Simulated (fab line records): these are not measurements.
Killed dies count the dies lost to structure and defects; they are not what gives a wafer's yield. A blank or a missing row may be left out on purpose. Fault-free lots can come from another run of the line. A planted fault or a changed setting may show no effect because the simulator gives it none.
A lot that was struck, set against a sound lot / flow n5_finfet / 15 out of 1938 route steps
Sound: the wafers L387.2, L387.3, L387.4. The struck wafers were L393.2, L393.3, L393.6. The cause is given at the end.
Each step with rows lists, per side, the tool, then ch with its chambers, then its first start. Under that, the readings that differ: sound wafers / struck wafers / difference of the means / sigmas: that difference in standard deviations of wafers without a fault.
alike: readings whose means differ by less than 2 such deviations, and words and numbers that are the same on both sides. not compared: withheld readings, readings that some wafer has no value for, bounds like >300 that may hide the same value, and numbers for which the record gives no deviation and whose values overlap.
A row with sigmas, a row that says differs or no value, or rows on one side alone: a step with any of these is where the two part. Numbers that have no deviation but don't overlap get no sigmas and don't part them. A reading missing from all wafers of one side parts the sides only when that side holds two or more wafers.

first, 9 steps without rows for these wafers: N5_BEOL_M1_COAT_76 (time 60 s, resist thk 5 nm); N5_BEOL_M1_COAT_22 (resist thk 30 nm); N5_BEOL_M1_EBR_24; N5_BEOL_M1_SOFTBAKE_23 (time 60 s); N5_BEOL_M1_EXPOSE_25 (exposes mask V0, defocus 5 nm, target cd 24 nm); N5_BEOL_M1_PEB_26 (peb time 60 s); N5_BEOL_M1_DEVELOP_27 (develop time 30 s); N5_BEOL_M1_DESCUM_33 (chemistry O2, time 7 s); N5_BEOL_M1_ETCH_77 (etches underlayer in N2/H2, target depth 6.5 nm, time 5.2 s).
N5_BEOL_M1_ETCH_69: etches SiARC in CF4, target depth 15.6 nm, time 26 s.
  sound on rie_diel-01 ch 0,1,3, day 7 23:58; struck on rie_diel-01 ch 0,2,3, day 9 18:42
  no value came back on the struck wafers for any of 9 readings (bias_w (W), cf4_flow_sccm (sccm) and others); on the sound wafers bias_w (W) reads 36.21 36.07 36.07
reading=model.CAR-EUV_of_BEOL_M1_COAT_22.thk_nm (nm); sound=11 11.2 11.2; struck=20.2 20.4 20.4; difference=+9.2; sigmas=
then, 1 step without rows for these wafers: N5_BEOL_M1_ALD_98 (deposits SiO2, target thk 2.5 nm, pulse time 1 s, co reactant pulse time 1 s).
N5_BEOL_M1_ETCHBACK_99: etches SiO2 in CHF3, target depth 5 nm, time 10.4 s.
  sound on rie_diel-01 ch 0,1,3, day 8 03:34; struck on rie_diel-01 ch 0,2, day 10 05:06
reading=oes_product_au (a.u.); sound=0.80 0.83 0.72; struck=0.27 0.30 0.30; difference=-0.49; sigmas=-8
reading=model.CAR-EUV_of_BEOL_M1_COAT_22.thk_nm (nm); sound=10.4 10.4 10.4; struck=19.6 19.8 19.6; difference=+9.3; sigmas=
  alike: drypump_motor_current_A, rf_vpp_V, showerhead_plenum_p_Torr, throttle_valve_pct
  not compared: rf_hours_counter_h
N5_BEOL_M1_ETCH_70: etches SOC in N2/H2, target depth 80 nm, overetch 16 nm, time 120 s.
  sound on rie_diel-01 ch 0,1,3, day 8 03:36; struck on rie_diel-01 ch 0,2, day 10 05:08
reading=oes_product_au (a.u.); sound=0.59 0.63 0.55; struck=0.27 0.30 0.31; difference=-0.30; sigmas=-7
  alike: bias_w, chamber_pressure_mTorr, drypump_motor_current_A, rf_vpp_V, showerhead_plenum_p_Torr, throttle_valve_pct
  not compared: rf_hours_counter_h
N5_BEOL_M4_RC_MEAS_101:
  the record has rows for the sound wafers here (prober-02 ch 0, day 10 04:34) and none for the struck ones
-- record jumps: 6 days separate the struck wafers' starts on either side; left off in module BEOL_M4, taken up again in module PASSIVATION, whose first shown step is the route's number 1936 --
N5_PASSIVATION_PROBE_49:
  record: rows for the struck wafers here (prober-01, day 16 09:30), none for the sound ones

## WHERE THEY PART
First at N5_BEOL_M1_ETCH_69; last, within this record, at N5_PASSIVATION_PROBE_49.

WHY: what had been put in by the simulator
At N5_BEOL_M1_ETCH_69, the step was skipped entirely on rie_diel-01 from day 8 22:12 on. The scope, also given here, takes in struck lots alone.
